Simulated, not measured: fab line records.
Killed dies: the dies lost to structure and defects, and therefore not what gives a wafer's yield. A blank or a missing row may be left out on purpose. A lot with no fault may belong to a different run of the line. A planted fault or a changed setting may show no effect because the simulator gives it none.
Chamber matching	flow n5_finfet	ald_sin-03 running N5_MOL_CONTACT_COAG_ALD_131: 4 sister chambers
The step deposits SiO2, target thk 5 nm, pulse time 1 s, co reactant pulse time 1 s. 4 wafers are shown with their chamber, then 7 later ones without.

== WAFERS PAIRED WITH THEIR CHAMBERS ==
wafer	chamber	heater_power_w (W)
L075.3	1	67
L088.6	2	70
L094.1	3	78
L094.2	0	67

== WAFERS WITHOUT THEIR CHAMBER ==
wafer	heater_power_w (W)
L094.5	67
L095.3	80
L095.5	77
L095.6	71
L097.2	71
L097.3	68
L097.4	66

== EACH ONE'S CHAMBER ==
wafer	from the rows above	in truth
L094.5	can't be placed: 0 or 1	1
L095.3	3	3
L095.5	3	3
L095.6	2	2
L097.2	2	2
L097.3	can't be placed: 0 or 1 or 2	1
L097.4	can't be placed: 0 or 1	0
4 of 7 placed correctly. Can't be placed from these rows: 3 (the true chamber is among the candidates in 3). Wrongly placed: 0.
How it was worked out, from the rows above alone: a wafer's distance from a chamber is the root of the sum, over the readings, of the square of ((its reading less the chamber's mean) divided by the reading's scatter). The wafer belongs to the nearest chamber; if the next one is less than 2 further off, it can't be placed. The mean given for a chamber averages the wafers shown for that chamber. The scatter: root of mean squared gap, hidden wafer to nearest shown wafer, with one shown wafer a chamber.
